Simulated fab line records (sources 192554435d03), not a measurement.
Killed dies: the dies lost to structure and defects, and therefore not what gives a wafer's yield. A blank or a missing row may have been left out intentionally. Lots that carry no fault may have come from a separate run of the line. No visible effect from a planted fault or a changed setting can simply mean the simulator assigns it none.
The tool behind it: which one? / flow n5_finfet / 10 lots, 29 wafers sampled, at 2 steps of a route of 1938

## WHAT EACH GAUGE READ, for each wafer
N5_BEOL_M12_CD_MEAS_17: the cd target is 140 nm. Usual: cd_nm reads 139.0 nm (standard deviation 3).
lot=L565; measured=day 11 12:05; on=cd_sem-02; cd_nm (nm)=133.7 132.9 132.4; flag=
lot=L566; measured=day 11 19:46; on=cd_sem-01; cd_nm (nm)=142.0 140.5 147.6; flag=
lot=L567; measured=day 11 22:04; on=cd_sem-03; cd_nm (nm)=142.8 142.7 140.9; flag=
lot=L574; measured=day 13 13:38; on=cd_sem-03; cd_nm (nm)=141.9 144.8 140.5; flag=
lot=L575; measured=day 13 14:49; on=cd_sem-01; cd_nm (nm)=138.1 135.0 137.2; flag=
lot=L576; measured=day 14 06:04; on=cd_sem-02; cd_nm (nm)=137.1 136.2 139.9; flag=
lot=L577; measured=day 15 02:01; on=cd_sem-01; cd_nm (nm)=136.8 135.8 137.0; flag=
lot=L582; measured=day 15 03:11; on=cd_sem-03; cd_nm (nm)=137.3 138.8 137.9; flag=
lot=L581; measured=day 15 07:05; on=cd_sem-02; cd_nm (nm)=146.4 140.1; flag=
lot=L587; measured=day 17 03:58; on=cd_sem-01; cd_nm (nm)=133.3 139.0 138.0; flag=

## WHICH TOOL RAN EACH LOT (tool, then ch and the chambers of the sampled wafers, then the start)
lot=L565; N5_BEOL_M12_ETCH_59=rie_diel-01 ch 0,1,3, day 11 11:38
lot=L566; N5_BEOL_M12_ETCH_59=rie_diel-06 ch 0,2, day 11 19:19
lot=L567; N5_BEOL_M12_ETCH_59=rie_diel-06 ch 0,2,3, day 11 21:37
lot=L574; N5_BEOL_M12_ETCH_59=rie_diel-06 ch 0,1,2, day 13 13:11
lot=L575; N5_BEOL_M12_ETCH_59=rie_diel-03 ch 0,1,3, day 13 14:21
lot=L576; N5_BEOL_M12_ETCH_59=rie_diel-01 ch 0,1, day 14 05:34
lot=L577; N5_BEOL_M12_ETCH_59=rie_diel-03 ch 1,3, day 15 01:34
lot=L582; N5_BEOL_M12_ETCH_59=rie_diel-06 ch 0,1,3, day 15 02:44
lot=L581; N5_BEOL_M12_ETCH_59=rie_diel-01 ch 0,2, day 15 06:37
lot=L587; N5_BEOL_M12_ETCH_59=rie_diel-01 ch 0,1,3, day 17 03:30
- N5_BEOL_M12_ETCH_59: etches BARC in N2/H2, target depth 89 nm, overetch 26.7 nm, time 67.9 s.

## WHAT THE TOOLS THEMSELVES READ (means of the sampled wafers that have a number; where no wafer has one, the mark that the record gives instead)
N5_BEOL_M12_ETCH_59. Usual: drypump_motor_current_A 5.9 A, standard deviation 0.44; oes_product_au 0.66 a.u., standard deviation 0.058; rf_vpp_V 523.8 V, standard deviation 2.1; showerhead_plenum_p_Torr 2.54 Torr, standard deviation 0.072; throttle_valve_pct 17.89 %, standard deviation 0.17.
lot=L565; tool=rie_diel-01; drypump_motor_current_A (A)=6.2; oes_product_au (a.u.)=0.62; rf_vpp_V (V)=522.4; showerhead_plenum_p_Torr (Torr)=2.51; throttle_valve_pct (%)=18.02; flag=
lot=L566; tool=rie_diel-06; drypump_motor_current_A (A)=5.6; oes_product_au (a.u.)=0.63; rf_vpp_V (V)=525.5; showerhead_plenum_p_Torr (Torr)=2.59; throttle_valve_pct (%)=17.79; flag=
lot=L567; tool=rie_diel-06; drypump_motor_current_A (A)=5.5; oes_product_au (a.u.)=0.66; rf_vpp_V (V)=523.9; showerhead_plenum_p_Torr (Torr)=2.57; throttle_valve_pct (%)=17.82; flag=
lot=L574; tool=rie_diel-06; drypump_motor_current_A (A)=5.9; oes_product_au (a.u.)=0.67; rf_vpp_V (V)=525.5; showerhead_plenum_p_Torr (Torr)=2.58; throttle_valve_pct (%)=17.86; flag=
lot=L575; tool=rie_diel-03; drypump_motor_current_A (A)=6.0; oes_product_au (a.u.)=0.64; rf_vpp_V (V)=522.8; showerhead_plenum_p_Torr (Torr)=2.50; throttle_valve_pct (%)=17.88; flag=
lot=L576; tool=rie_diel-01; drypump_motor_current_A (A)=6.1; oes_product_au (a.u.)=0.60; rf_vpp_V (V)=521.4; showerhead_plenum_p_Torr (Torr)=2.46; throttle_valve_pct (%)=17.85; flag=
lot=L577; tool=rie_diel-03; drypump_motor_current_A (A)=6.0; oes_product_au (a.u.)=0.67; rf_vpp_V (V)=522.1; showerhead_plenum_p_Torr (Torr)=2.48; throttle_valve_pct (%)=17.71; flag=
lot=L582; tool=rie_diel-06; drypump_motor_current_A (A)=5.8; oes_product_au (a.u.)=0.68; rf_vpp_V (V)=525.8; showerhead_plenum_p_Torr (Torr)=2.59; throttle_valve_pct (%)=17.85; flag=
lot=L581; tool=rie_diel-01; drypump_motor_current_A (A)=6.3; oes_product_au (a.u.)=0.66; rf_vpp_V (V)=525.1; showerhead_plenum_p_Torr (Torr)=2.59; throttle_valve_pct (%)=18.03; flag=
lot=L587; tool=rie_diel-01; drypump_motor_current_A (A)=6.2; oes_product_au (a.u.)=0.65; rf_vpp_V (V)=522.7; showerhead_plenum_p_Torr (Torr)=2.49; throttle_valve_pct (%)=17.92; flag=

## THE ANSWER, worked out from the rows above alone
Rule: a lot counts as off when the mean over its wafers that have a number is more than 3 standard deviations away from the usual mean. Also off: a lot with no number at a reading for which 4 or more lots have one. Any other lot the step has rows for is counted as sound. After the gauges, taken in route order, come the tools' own readings; for these a lot's mean is taken, as printed above. The first step at which some lot is off is used, and at that step the reading that is off furthest; a lot without a number counts as furthest.
Across all readings shown, no lot is off: no conclusion can be drawn from this.

## WHAT HAD BEEN PUT IN BY THE SIMULATOR
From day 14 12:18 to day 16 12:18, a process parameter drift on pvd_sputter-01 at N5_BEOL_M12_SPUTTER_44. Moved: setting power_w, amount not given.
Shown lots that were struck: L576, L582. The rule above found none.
